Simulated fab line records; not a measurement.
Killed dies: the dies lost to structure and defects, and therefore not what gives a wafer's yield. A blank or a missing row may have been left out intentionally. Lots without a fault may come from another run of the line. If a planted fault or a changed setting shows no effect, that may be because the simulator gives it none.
fab line records / flow nand-harc
record: lots: 14 wafers: 41 last-day: 32
route steps=1302 shown A_CONTACT@1028 THIN_TSV@1265 END@1302
lots that met no fault: from a run of the same line without faults
start-h: start of the lot's first displayed wafer, in hours after the record's first day / wait-h: time in hours since the lot's previous step / " the same as in the row above / L1.1+2: a single row standing in for several wafers / - value missing, or start not given / * or withheld: withheld / < > ~ a bound
route shown NAME@n: NAME is a module with steps in the file, n the number in the route of the first one / usual: mean and standard deviation over wafers with no fault / same: alike in all rows / chamber/n: place in a boat / sites: readings site by site / _std_site: standard deviation across them / _edge_site: mean of outer sites minus mean of inner sites / radius-mm: for every site, how far away it sits from the centre of the wafer / mask NAME#n: copy n / behind: tool/chamber where the wafer was last shaped / hold: the reason the lot was held/the length of the hold in hours/how it ended / device: transistor that didn't switch, given as n, p or np / end of line: tests of these same wafers at the route's end / a step with no rows: only its recipe / killed: dies that structure and defects cost at the first sort, which is not the same as the wafer's yield / map: a wafer's dies, x killed, . not, _ none there
set.NAME: the run value of the setting; set.NAME@STEP: its run value at that earlier step / model.NAME: the simulator's own value behind a step, which no gauge read
route steps across a sampled set of lots; one table per step, one row per wafer
services: from which hour (start-h, from the record's first day; less than 0 if before it) a tool's chamber was out of use, for how many hours, and why
== steps ==
step: NHARC_A_CONTACT_DEP_58
recipe: target-thk-a: 900 target-thk-nm: 90 temp-c: 400 pressure-torr: 3.5 flow-sccm: 200 rf-w: 350 material: SiON
usual: heater-power-w: 767/72
lot.wafer=L181.1 tool=pecvd-02 chamber=0 start-h=504.85 wait-h=2.8 heater-power-w=729
lot.wafer=L181.2 tool=pecvd-02 chamber=2 start-h=504.85 wait-h=2.8 heater-power-w=773
lot.wafer=L181.6 tool=pecvd-02 chamber=2 start-h=504.85 wait-h=2.8 heater-power-w=771
lot.wafer=L183.1 tool=pecvd-01 chamber=1 start-h=520.02 wait-h=2.7 heater-power-w=833
lot.wafer=L183.5 tool=pecvd-01 chamber=1 start-h=520.02 wait-h=2.7 heater-power-w=861
lot.wafer=L183.4 tool=pecvd-01 chamber=2 start-h=520.02 wait-h=2.7 heater-power-w=917
lot.wafer=L182.1 tool=pecvd-01 chamber=0 start-h=523.30 wait-h=2.8 heater-power-w=682
lot.wafer=L182.4 tool=pecvd-01 chamber=1 start-h=523.30 wait-h=2.8 heater-power-w=690
lot.wafer=L182.5 tool=pecvd-01 chamber=2 start-h=523.30 wait-h=2.8 heater-power-w=872
lot.wafer=L184.2 tool=pecvd-01 chamber=1 start-h=523.87 wait-h=2.2 heater-power-w=834
lot.wafer=L184.5 tool=pecvd-01 chamber=2 start-h=523.87 wait-h=2.2 heater-power-w=829
lot.wafer=L184.4 tool=pecvd-01 chamber=0 start-h=523.87 wait-h=2.2 heater-power-w=615
lot.wafer=L185.2 tool=pecvd-01 chamber=0 start-h=527.13 wait-h=2.2 heater-power-w=714
lot.wafer=L185.1 tool=pecvd-01 chamber=1 start-h=527.13 wait-h=2.2 heater-power-w=725
lot.wafer=L185.6 tool=pecvd-01 chamber=2 start-h=527.13 wait-h=2.2 heater-power-w=868
lot.wafer=L186.2 tool=pecvd-01 chamber=1 start-h=553.15 wait-h=2.2 heater-power-w=805
lot.wafer=L186.4 tool=pecvd-01 chamber=0 start-h=553.15 wait-h=2.2 heater-power-w=711
lot.wafer=L186.5 tool=pecvd-01 chamber=2 start-h=553.15 wait-h=2.2 heater-power-w=803
lot.wafer=L187.1 tool=pecvd-01 chamber=0 start-h=569.42 wait-h=2.7 heater-power-w=658
lot.wafer=L187.2 tool=pecvd-01 chamber=1 start-h=569.42 wait-h=2.7 heater-power-w=853
lot.wafer=L187.6 tool=pecvd-01 chamber=1 start-h=569.42 wait-h=2.7 heater-power-w=834
lot.wafer=L189.3 tool=pecvd-01 chamber=1 start-h=580.70 wait-h=1.7 heater-power-w=784
lot.wafer=L189.5 tool=pecvd-01 chamber=1 start-h=580.70 wait-h=1.7 heater-power-w=794
lot.wafer=L197.2 tool=pecvd-01 chamber=1 start-h=654.90 wait-h=2.2 heater-power-w=861
lot.wafer=L197.4 tool=pecvd-01 chamber=2 start-h=654.90 wait-h=2.2 heater-power-w=798
lot.wafer=L197.5 tool=pecvd-01 chamber=0 start-h=654.90 wait-h=2.2 heater-power-w=671
lot.wafer=L200.1 tool=pecvd-02 chamber=2 start-h=679.80 wait-h=2.7 heater-power-w=743
lot.wafer=L200.2 tool=pecvd-02 chamber=0 start-h=679.80 wait-h=2.7 heater-power-w=734
lot.wafer=L200.5 tool=pecvd-02 chamber=1 start-h=679.80 wait-h=2.7 heater-power-w=704
lot.wafer=L202.2 tool=pecvd-02 chamber=0 start-h=698.53 wait-h=2.4 heater-power-w=767
lot.wafer=L202.1 tool=pecvd-02 chamber=1 start-h=698.53 wait-h=2.4 heater-power-w=788
lot.wafer=L202.6 tool=pecvd-02 chamber=1 start-h=698.53 wait-h=2.4 heater-power-w=781
lot.wafer=L201.1 tool=pecvd-02 chamber=0 start-h=698.92 wait-h=2.7 heater-power-w=771
lot.wafer=L201.2 tool=pecvd-02 chamber=1 start-h=698.92 wait-h=2.7 heater-power-w=705
lot.wafer=L201.3 tool=pecvd-02 chamber=2 start-h=698.92 wait-h=2.7 heater-power-w=747
lot.wafer=L204.3 tool=pecvd-03 chamber=0 start-h=707.67 wait-h=1.7 heater-power-w=733
lot.wafer=L204.1 tool=pecvd-03 chamber=1 start-h=707.67 wait-h=1.7 heater-power-w=726
lot.wafer=L204.5 tool=pecvd-03 chamber=0 start-h=707.67 wait-h=1.7 heater-power-w=741
lot.wafer=L203.1 tool=pecvd-03 chamber=1 start-h=712.52 wait-h=2.7 heater-power-w=766
lot.wafer=L203.6 tool=pecvd-03 chamber=0 start-h=712.52 wait-h=2.7 heater-power-w=697
lot.wafer=L203.4 tool=pecvd-03 chamber=1 start-h=712.52 wait-h=2.7 heater-power-w=746
step: NHARC_THIN_TSV_STRIP_45
recipe: power-w: 1500 temp-c: 250 chemistry: O2
usual: drypump-motor-current-A: 5.21/0.27 heater-power-w: 356/40
lot.wafer=L181.2 tool=plasma-asher-01 chamber=0 start-h=549.87 wait-h=0.1 drypump-motor-current-A=5.01 heater-power-w=316 rf-hours-counter-h=3
lot.wafer=L181.1 tool=plasma-asher-01 chamber=1 start-h=549.87 wait-h=0.1 drypump-motor-current-A=5.57 heater-power-w=414 rf-hours-counter-h=3
lot.wafer=L181.6 tool=plasma-asher-01 chamber=1 start-h=549.87 wait-h=0.1 drypump-motor-current-A=5.60 heater-power-w=413 rf-hours-counter-h=-
lot.wafer=L183.1 tool=plasma-asher-01 chamber=1 start-h=565.58 wait-h=0.1 drypump-motor-current-A=5.60 heater-power-w=429 rf-hours-counter-h=6
lot.wafer=L183.4 tool=plasma-asher-01 chamber=0 start-h=565.58 wait-h=0.1 drypump-motor-current-A=5.04 heater-power-w=315 rf-hours-counter-h=-
lot.wafer=L183.5 tool=plasma-asher-01 chamber=1 start-h=565.58 wait-h=0.1 drypump-motor-current-A=5.57 heater-power-w=418 rf-hours-counter-h=-
lot.wafer=L182.1 tool=plasma-asher-02 chamber=0 start-h=569.99 wait-h=0.1 drypump-motor-current-A=5.20 heater-power-w=318 rf-hours-counter-h=29
lot.wafer=L182.4 tool=plasma-asher-02 chamber=1 start-h=569.99 wait-h=0.1 drypump-motor-current-A=4.87 heater-power-w=362 rf-hours-counter-h=-
lot.wafer=L182.5 tool=plasma-asher-02 chamber=1 start-h=569.99 wait-h=0.1 drypump-motor-current-A=4.89 heater-power-w=348 rf-hours-counter-h=-
lot.wafer=L185.1 tool=plasma-asher-01 chamber=1 start-h=571.53 wait-h=0.6 drypump-motor-current-A=5.56 heater-power-w=413 rf-hours-counter-h=9
lot.wafer=L185.2 tool=plasma-asher-01 chamber=0 start-h=571.53 wait-h=0.6 drypump-motor-current-A=5.02 heater-power-w=324 rf-hours-counter-h=9
lot.wafer=L185.6 tool=plasma-asher-01 chamber=1 start-h=571.53 wait-h=0.6 drypump-motor-current-A=5.57 heater-power-w=422 rf-hours-counter-h=-
lot.wafer=L184.2 tool=plasma-asher-01 chamber=0 start-h=572.23 wait-h=0.1 drypump-motor-current-A=5.02 heater-power-w=318 rf-hours-counter-h=9
lot.wafer=L184.4 tool=plasma-asher-01 chamber=0 start-h=572.23 wait-h=0.1 drypump-motor-current-A=5.04 heater-power-w=329 rf-hours-counter-h=-
lot.wafer=L184.5 tool=plasma-asher-01 chamber=1 start-h=572.23 wait-h=0.1 drypump-motor-current-A=5.57 heater-power-w=416 rf-hours-counter-h=-
lot.wafer=L186.2 tool=plasma-asher-02 chamber=0 start-h=600.62 wait-h=0.1 drypump-motor-current-A=5.21 heater-power-w=324 rf-hours-counter-h=35
lot.wafer=L186.4 tool=plasma-asher-02 chamber=1 start-h=600.62 wait-h=0.1 drypump-motor-current-A=4.86 heater-power-w=350 rf-hours-counter-h=-
lot.wafer=L186.5 tool=plasma-asher-02 chamber=0 start-h=600.62 wait-h=0.1 drypump-motor-current-A=5.21 heater-power-w=313 rf-hours-counter-h=-
lot.wafer=L187.1 tool=plasma-asher-01 chamber=0 start-h=625.40 wait-h=0.1 drypump-motor-current-A=5.02 heater-power-w=318 rf-hours-counter-h=19
lot.wafer=L187.2 tool=plasma-asher-01 chamber=1 start-h=625.40 wait-h=0.1 drypump-motor-current-A=5.58 heater-power-w=427 rf-hours-counter-h=19
lot.wafer=L187.6 tool=plasma-asher-01 chamber=0 start-h=625.40 wait-h=0.1 drypump-motor-current-A=5.04 heater-power-w=321 rf-hours-counter-h=-
lot.wafer=L189.3 tool=plasma-asher-01 chamber=1 start-h=626.87 wait-h=0.2 drypump-motor-current-A=5.57 heater-power-w=419 rf-hours-counter-h=-
lot.wafer=L189.5 tool=plasma-asher-01 chamber=0 start-h=626.87 wait-h=0.2 drypump-motor-current-A=5.02 heater-power-w=317 rf-hours-counter-h=-
lot.wafer=L197.2 tool=plasma-asher-02 chamber=1 start-h=700.85 wait-h=0.1 drypump-motor-current-A=4.88 heater-power-w=356 rf-hours-counter-h=19
lot.wafer=L197.4 tool=plasma-asher-02 chamber=1 start-h=700.85 wait-h=0.1 drypump-motor-current-A=4.86 heater-power-w=367 rf-hours-counter-h=-
lot.wafer=L197.5 tool=plasma-asher-02 chamber=0 start-h=700.85 wait-h=0.1 drypump-motor-current-A=5.19 heater-power-w=321 rf-hours-counter-h=-
lot.wafer=L200.1 tool=plasma-asher-02 chamber=1 start-h=725.66 wait-h=0.1 drypump-motor-current-A=4.88 heater-power-w=366 rf-hours-counter-h=24
lot.wafer=L200.2 tool=plasma-asher-02 chamber=0 start-h=725.66 wait-h=0.1 drypump-motor-current-A=5.19 heater-power-w=316 rf-hours-counter-h=24
lot.wafer=L200.5 tool=plasma-asher-02 chamber=1 start-h=725.66 wait-h=0.1 drypump-motor-current-A=4.92 heater-power-w=367 rf-hours-counter-h=-
lot.wafer=L202.2 tool=plasma-asher-01 chamber=1 start-h=747.61 wait-h=0.1 drypump-motor-current-A=5.59 heater-power-w=388 rf-hours-counter-h=10
lot.wafer=L202.1 tool=plasma-asher-01 chamber=0 start-h=747.61 wait-h=0.1 drypump-motor-current-A=5.02 heater-power-w=331 rf-hours-counter-h=10
lot.wafer=L202.6 tool=plasma-asher-01 chamber=1 start-h=747.61 wait-h=0.1 drypump-motor-current-A=5.58 heater-power-w=394 rf-hours-counter-h=-
lot.wafer=L201.2 tool=plasma-asher-02 chamber=1 start-h=748.71 wait-h=0.1 drypump-motor-current-A=4.87 heater-power-w=361 rf-hours-counter-h=26
lot.wafer=L201.1 tool=plasma-asher-02 chamber=0 start-h=748.71 wait-h=0.1 drypump-motor-current-A=5.19 heater-power-w=313 rf-hours-counter-h=26
lot.wafer=L201.3 tool=plasma-asher-02 chamber=0 start-h=748.71 wait-h=0.1 drypump-motor-current-A=5.19 heater-power-w=316 rf-hours-counter-h=-
lot.wafer=L204.1 tool=plasma-asher-01 chamber=1 start-h=757.43 wait-h=0.1 drypump-motor-current-A=5.58 heater-power-w=393 rf-hours-counter-h=13
lot.wafer=L204.3 tool=plasma-asher-01 chamber=0 start-h=757.43 wait-h=0.1 drypump-motor-current-A=5.02 heater-power-w=334 rf-hours-counter-h=-
lot.wafer=L204.5 tool=plasma-asher-01 chamber=0 start-h=757.43 wait-h=0.1 drypump-motor-current-A=5.03 heater-power-w=326 rf-hours-counter-h=-
lot.wafer=L203.1 tool=plasma-asher-01 chamber=1 start-h=758.77 wait-h=0.1 drypump-motor-current-A=5.60 heater-power-w=392 rf-hours-counter-h=13
lot.wafer=L203.4 tool=plasma-asher-01 chamber=0 start-h=758.77 wait-h=0.1 drypump-motor-current-A=5.01 heater-power-w=330 rf-hours-counter-h=-
lot.wafer=L203.6 tool=plasma-asher-01 chamber=0 start-h=758.77 wait-h=0.1 drypump-motor-current-A=5.04 heater-power-w=326 rf-hours-counter-h=-
step: NHARC_THIN_TSV_ETCHBACK_48
recipe: target-depth-a: 10285 over-etch-frac: 0.3 time-s: 405.17 ion-energy-ev: 250 c4f8-flow-sccm: withheld ar-flow-sccm: withheld rf-w: 600 bias-w: 300 chemistry: C4F8/Ar
usual: oes-product-au: 0.94/0.032 rf-vpp-V: 547.5/2.9
lot.wafer=L181.2 tool=rie-diel-03 chamber=2 start-h=551.11 wait-h=- oes-product-au=0.92 rf-hours-counter-h=3.8 rf-vpp-V=551.3
lot.wafer=L181.1 tool=rie-diel-03 chamber=0 start-h=551.11 wait-h=- oes-product-au=0.92 rf-hours-counter-h=4.8 rf-vpp-V=551.2
lot.wafer=L181.6 tool=rie-diel-03 chamber=1 start-h=551.11 wait-h=- oes-product-au=0.92 rf-hours-counter-h=- rf-vpp-V=544.1
lot.wafer=L183.1 tool=rie-diel-03 chamber=3 start-h=566.85 wait-h=- oes-product-au=0.94 rf-hours-counter-h=4.6 rf-vpp-V=548.0
lot.wafer=L183.4 tool=rie-diel-03 chamber=0 start-h=566.85 wait-h=- oes-product-au=0.93 rf-hours-counter-h=5.2 rf-vpp-V=550.6
lot.wafer=L183.5 tool=rie-diel-03 chamber=1 start-h=566.85 wait-h=- oes-product-au=0.90 rf-hours-counter-h=- rf-vpp-V=545.8
lot.wafer=L182.4 tool=rie-diel-13 chamber=3 start-h=571.16 wait-h=- oes-product-au=1.00 rf-hours-counter-h=2.9 rf-vpp-V=540.7
lot.wafer=L182.1 tool=rie-diel-13 chamber=1 start-h=571.16 wait-h=- oes-product-au=1.02 rf-hours-counter-h=2.5 rf-vpp-V=548.3
lot.wafer=L182.5 tool=rie-diel-13 chamber=0 start-h=571.16 wait-h=- oes-product-au=1.01 rf-hours-counter-h=- rf-vpp-V=543.7
lot.wafer=L185.1 tool=rie-diel-03 chamber=0 start-h=572.76 wait-h=- oes-product-au=0.92 rf-hours-counter-h=5.7 rf-vpp-V=551.5
lot.wafer=L185.2 tool=rie-diel-03 chamber=2 start-h=572.76 wait-h=- oes-product-au=0.92 rf-hours-counter-h=5.3 rf-vpp-V=549.2
lot.wafer=L185.6 tool=rie-diel-03 chamber=3 start-h=572.76 wait-h=- oes-product-au=0.93 rf-hours-counter-h=- rf-vpp-V=547.0
lot.wafer=L184.2 tool=rie-diel-13 chamber=0 start-h=573.44 wait-h=- oes-product-au=0.99 rf-hours-counter-h=0.9 rf-vpp-V=543.6
lot.wafer=L184.4 tool=rie-diel-13 chamber=2 start-h=573.44 wait-h=- oes-product-au=0.92 rf-hours-counter-h=3.1 rf-vpp-V=549.6
lot.wafer=L184.5 tool=rie-diel-13 chamber=0 start-h=573.44 wait-h=- oes-product-au=1.00 rf-hours-counter-h=- rf-vpp-V=545.2
lot.wafer=L186.4 tool=rie-diel-13 chamber=1 start-h=601.82 wait-h=- oes-product-au=0.92 rf-hours-counter-h=3.9 rf-vpp-V=547.4
lot.wafer=L186.2 tool=rie-diel-13 chamber=3 start-h=601.82 wait-h=- oes-product-au=0.93 rf-hours-counter-h=4.7 rf-vpp-V=542.8
lot.wafer=L186.5 tool=rie-diel-13 chamber=1 start-h=601.82 wait-h=- oes-product-au=0.93 rf-hours-counter-h=- rf-vpp-V=549.0
lot.wafer=L187.2 tool=rie-diel-11 chamber=0 start-h=626.60 wait-h=- oes-product-au=1.00 rf-hours-counter-h=0.6 rf-vpp-V=546.2
lot.wafer=L187.1 tool=rie-diel-11 chamber=3 start-h=626.60 wait-h=- oes-product-au=1.02 rf-hours-counter-h=0.5 rf-vpp-V=548.9
lot.wafer=L187.6 tool=rie-diel-11 chamber=0 start-h=626.60 wait-h=- oes-product-au=0.99 rf-hours-counter-h=- rf-vpp-V=544.7
lot.wafer=L189.3 tool=rie-diel-13 chamber=0 start-h=627.96 wait-h=- oes-product-au=0.93 rf-hours-counter-h=4.4 rf-vpp-V=544.8
lot.wafer=L189.5 tool=rie-diel-13 chamber=0 start-h=627.96 wait-h=- oes-product-au=0.93 rf-hours-counter-h=- rf-vpp-V=543.9
lot.wafer=L197.2 tool=rie-diel-11 chamber=0 start-h=702.12 wait-h=- oes-product-au=0.96 rf-hours-counter-h=5.1 rf-vpp-V=546.0
lot.wafer=L197.4 tool=rie-diel-11 chamber=1 start-h=702.12 wait-h=- oes-product-au=0.98 rf-hours-counter-h=5.5 rf-vpp-V=549.4
lot.wafer=L197.5 tool=rie-diel-11 chamber=3 start-h=702.12 wait-h=- oes-product-au=0.98 rf-hours-counter-h=- rf-vpp-V=550.8
lot.wafer=L200.1 tool=rie-diel-11 chamber=1 start-h=726.93 wait-h=- oes-product-au=0.94 rf-hours-counter-h=7.7 rf-vpp-V=550.9
lot.wafer=L200.2 tool=rie-diel-11 chamber=2 start-h=726.93 wait-h=- oes-product-au=0.92 rf-hours-counter-h=7.3 rf-vpp-V=547.3
lot.wafer=L200.5 tool=rie-diel-11 chamber=3 start-h=726.93 wait-h=- oes-product-au=0.94 rf-hours-counter-h=- rf-vpp-V=549.9
lot.wafer=L202.2 tool=rie-diel-03 chamber=1 start-h=748.81 wait-h=- oes-product-au=0.93 rf-hours-counter-h=4.8 rf-vpp-V=545.7
lot.wafer=L202.1 tool=rie-diel-03 chamber=3 start-h=748.81 wait-h=- oes-product-au=0.94 rf-hours-counter-h=5.5 rf-vpp-V=545.9
lot.wafer=L202.6 tool=rie-diel-03 chamber=2 start-h=748.81 wait-h=- oes-product-au=0.92 rf-hours-counter-h=- rf-vpp-V=551.3
lot.wafer=L201.3 tool=rie-diel-11 chamber=0 start-h=749.96 wait-h=- oes-product-au=0.93 rf-hours-counter-h=8.4 rf-vpp-V=545.5
lot.wafer=L201.2 tool=rie-diel-11 chamber=2 start-h=749.96 wait-h=- oes-product-au=0.91 rf-hours-counter-h=8.5 rf-vpp-V=547.4
lot.wafer=L201.1 tool=rie-diel-11 chamber=3 start-h=749.96 wait-h=- oes-product-au=0.93 rf-hours-counter-h=8.1 rf-vpp-V=551.3
lot.wafer=L204.1 tool=rie-diel-11 chamber=0 start-h=758.63 wait-h=- oes-product-au=0.92 rf-hours-counter-h=9.5 rf-vpp-V=544.7
lot.wafer=L204.3 tool=rie-diel-11 chamber=1 start-h=758.63 wait-h=- oes-product-au=0.95 rf-hours-counter-h=9.6 rf-vpp-V=551.2
lot.wafer=L204.5 tool=rie-diel-11 chamber=1 start-h=758.63 wait-h=- oes-product-au=0.94 rf-hours-counter-h=- rf-vpp-V=549.9
lot.wafer=L203.4 tool=rie-diel-13 chamber=2 start-h=759.98 wait-h=- oes-product-au=1.00 rf-hours-counter-h=3.9 rf-vpp-V=550.1
lot.wafer=L203.1 tool=rie-diel-13 chamber=1 start-h=759.98 wait-h=- oes-product-au=0.98 rf-hours-counter-h=5.3 rf-vpp-V=547.7
lot.wafer=L203.6 tool=rie-diel-13 chamber=3 start-h=759.98 wait-h=- oes-product-au=0.94 rf-hours-counter-h=- rf-vpp-V=540.7
step: NHARC_END_SORT_01
recipe: temp-c: 25
usual: killed-at-array: 56/19 killed-at-other: 0.6/1 killed-at-periphery: 3.9/2.7 killed-dies: 61/19 killed-open: 3.3/1.9 killed-short: 2.4/1.7
same: gross-dies: 677
lot.wafer=L189.3 tool=prober-02 chamber=0 start-h=639.64 wait-h=3.1 killed-at-array=138 killed-at-other=0 killed-at-periphery=8 killed-dies=146 killed-open=2 killed-short=3
lot.wafer=L189.5 tool=prober-02 chamber=0 start-h=641.23 wait-h=3.7 killed-at-array=35 killed-at-other=0 killed-at-periphery=2 killed-dies=37 killed-open=5 killed-short=4
lot.wafer=L187.1 tool=prober-02 chamber=0 start-h=645.79 wait-h=2.5 killed-at-array=51 killed-at-other=0 killed-at-periphery=1 killed-dies=52 killed-open=2 killed-short=4
lot.wafer=L187.2 tool=prober-02 chamber=0 start-h=646.59 wait-h=2.8 killed-at-array=208 killed-at-other=0 killed-at-periphery=2 killed-dies=210 killed-open=4 killed-short=3
lot.wafer=L187.6 tool=prober-02 chamber=0 start-h=649.81 wait-h=4.0 killed-at-array=64 killed-at-other=0 killed-at-periphery=0 killed-dies=64 killed-open=2 killed-short=4
killed by level:class
L189.3 A_CONTACT:area-dep=112 A_CHANNEL_HOLE_D2:chamber-film-flake=12 P_GATE:chamber-film-flake=7 A_CHANNEL_HOLE_D1:chamber-film-flake=4 A_WL_FILL:chamber-film-flake=3 P_STI:geometric-particle:open=1 A_ONON_D1:geometric-particle:short=1 A_DECK1_JOINT:geometric-particle:short=1
L189.5 A_CHANNEL_HOLE_D2:chamber-film-flake=9 A_CHANNEL_FILL_D1:chamber-film-flake=4 A_CHANNEL_FILL_D2:geometric-particle:short=3 A_CHANNEL_HOLE_D1:chamber-film-flake=3 A_STAIRCASE:chamber-film-flake=3 P_GATE:chamber-film-flake=2 A_DECK1_JOINT:chamber-film-flake=2 A_WL_FILL:chamber-film-flake=2
L187.1 A_SLIT:chamber-film-flake=24 A_CHANNEL_HOLE_D2:chamber-film-flake=13 A_STAIRCASE:chamber-film-flake=5 A_CHANNEL_HOLE_D1:chamber-film-flake=2 A_CONTACT:chamber-film-flake=2 P_STI:geometric-particle:short=1 A_ONON_D2:geometric-particle:short=1 A_CHANNEL_FILL_D2:geometric-particle:short=1
L187.2 A_CONTACT:area-dep=146 A_SLIT:chamber-film-flake=39 A_CHANNEL_HOLE_D2:chamber-film-flake=9 A_ONON_D2:geometric-particle:open=3 A_CONTACT:chamber-film-flake=3 A_SOURCE_PLATE:geometric-particle:short=1 A_CHANNEL_HOLE_D1:geometric-particle:open=1 A_ONON_D2:geometric-particle:short=1
L187.6 A_SLIT:chamber-film-flake=34 A_CHANNEL_HOLE_D2:chamber-film-flake=12 A_CHANNEL_HOLE_D1:chamber-film-flake=6 A_CONTACT:chamber-film-flake=5 A_M0:geometric-particle:open=2 A_SOURCE_PLATE:geometric-particle:short=1 A_ONON_D1:geometric-particle:short=1 A_CHANNEL_HOLE_D1:geometric-particle:short=1
== services ==
tool=pecvd-01 chamber=- start-h=491.97 hours=0.3 kind=repair
tool=rie-diel-11 chamber=0 start-h=494.07 hours=9.5 kind=repair
tool=rie-diel-11 chamber=3 start-h=499.49 hours=6.8 kind=repair
tool=rie-diel-13 chamber=- start-h=519.00 hours=9.0 kind=pm
tool=plasma-asher-01 chamber=- start-h=519.08 hours=9.0 kind=pm
tool=rie-diel-11 chamber=- start-h=525.59 hours=0.2 kind=repair
tool=rie-diel-13 chamber=0 start-h=532.90 hours=18.1 kind=repair
tool=rie-diel-11 chamber=2 start-h=579.94 hours=2.5 kind=repair
tool=pecvd-01 chamber=0 start-h=580.86 hours=3.9 kind=repair
tool=pecvd-01 chamber=2 start-h=597.73 hours=6.6 kind=repair
tool=plasma-asher-02 chamber=- start-h=603.31 hours=9.0 kind=pm
tool=rie-diel-11 chamber=- start-h=609.50 hours=9.0 kind=pm
tool=plasma-asher-01 chamber=- start-h=628.53 hours=1.2 kind=repair
tool=rie-diel-13 chamber=- start-h=629.98 hours=0.6 kind=repair
tool=rie-diel-11 chamber=0 start-h=659.02 hours=10.2 kind=repair
tool=pecvd-01 chamber=- start-h=673.25 hours=13.0 kind=pm
tool=rie-diel-11 chamber=- start-h=675.13 hours=0.6 kind=repair
tool=rie-diel-13 chamber=- start-h=696.00 hours=9.0 kind=pm
tool=plasma-asher-01 chamber=- start-h=696.08 hours=9.0 kind=pm
tool=plasma-asher-02 chamber=- start-h=730.34 hours=11.8 kind=repair
tool=rie-diel-11 chamber=1 start-h=732.23 hours=4.4 kind=repair
tool=rie-diel-11 chamber=- start-h=733.71 hours=0.9 kind=repair
tool=plasma-asher-01 chamber=- start-h=740.34 hours=1.1 kind=repair
tool=rie-diel-11 chamber=1 start-h=759.14 hours=6.9 kind=repair
== key ==
first-sign: step: NHARC_END_SORT_01 reading: killed-dies direction: up sigmas: 6.3 usual: 61 struck: 178
effect: step: NHARC_END_SORT_01 reading: killed-at-array direction: up sigmas: 6.2 usual: 56 struck: 173
more-kills-born-at: NHARC_A_CONTACT_DEP_58@pecvd-01: 258
met-at NHARC_A_CONTACT_DEP_58
struck-lots L187,L189
struck-wafers L187.2,L189.3
tester-left-out L187,L189
not-acting-at NHARC_THIN_TSV_STRIP_45,NHARC_THIN_TSV_ETCHBACK_48
onset-between 553.15 569.42
fault: kind: process-parameter-drift tool: pecvd-01 chamber: - onset-h: 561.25 steps: NHARC_A_CONTACT_DEP_58 channel: target-thk-a offset: * shape: step end-h: 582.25 scope: struck-wafers-only acts-in: * stated: *
tester-left-out: of these lots the tester's yield and bins aren't shown, on N5 and GAA mostly nor the transistor test; their killed dies are dies lost to structure and defects alone, not to doping, threshold or leakage, so they don't give the yield
